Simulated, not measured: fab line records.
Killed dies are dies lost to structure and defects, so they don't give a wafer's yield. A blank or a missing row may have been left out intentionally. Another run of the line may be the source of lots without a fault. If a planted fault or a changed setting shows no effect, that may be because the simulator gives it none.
Chamber matching    flow n5_finfet    3 sister chambers for N5_BEOL_M8_CURE_74 on uv_cure-02
The step cures SiCOH lowk, time 240 s. 3 wafers are shown with their chamber, then 12 later ones without.

== EACH WAFER AND ITS CHAMBER ==
wafer   chamber  wafer_temp_C_max
L086.6  1        387.1
L089.5  2        386.8
L087.6  0        385.9

== WAFERS MISSING THEIR CHAMBER ==
wafer   wafer_temp_C_max
L087.2  386.6
L087.4  386.5
L087.5  387.2
L088.2  386.2
L088.3  386.1
L088.5  386.1
L091.1  387.4
L091.3  387.4
L091.6  387.6
L096.4  386.6
L096.5  386.9
L096.6  387.1

== EACH ONE'S CHAMBER ==
wafer   from the rows above           in truth
L087.2  can't be placed: 2 or 1 or 0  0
L087.4  can't be placed: 2 or 0 or 1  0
L087.5  can't be placed: 1 or 2       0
L088.2  can't be placed: 0 or 2       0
L088.3  can't be placed: 0 or 2       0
L088.5  can't be placed: 0 or 2       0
L091.1  can't be placed: 1 or 2       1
L091.3  can't be placed: 1 or 2       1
L091.6  can't be placed: 1 or 2       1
L096.4  can't be placed: 2 or 1 or 0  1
L096.5  can't be placed: 2 or 1       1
L096.6  can't be placed: 1 or 2       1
Correct placement for 0 of the 12. Unplaceable from these rows: 12, with the true chamber sitting among the candidates in 11. Placed wrongly: 0.
How it was worked out, from the rows above alone: a wafer's distance from a chamber is the root of the sum, over the readings, of the square of ((its reading less the chamber's mean) divided by the reading's scatter). If the next closest chamber is less than 2 further off than the closest, the wafer can't be placed; otherwise it belongs to the closest. For every chamber, the mean is computed from those of its wafers that are shown. The scatter: root of mean squared gap, hidden wafer to nearest shown wafer, with one shown wafer a chamber.
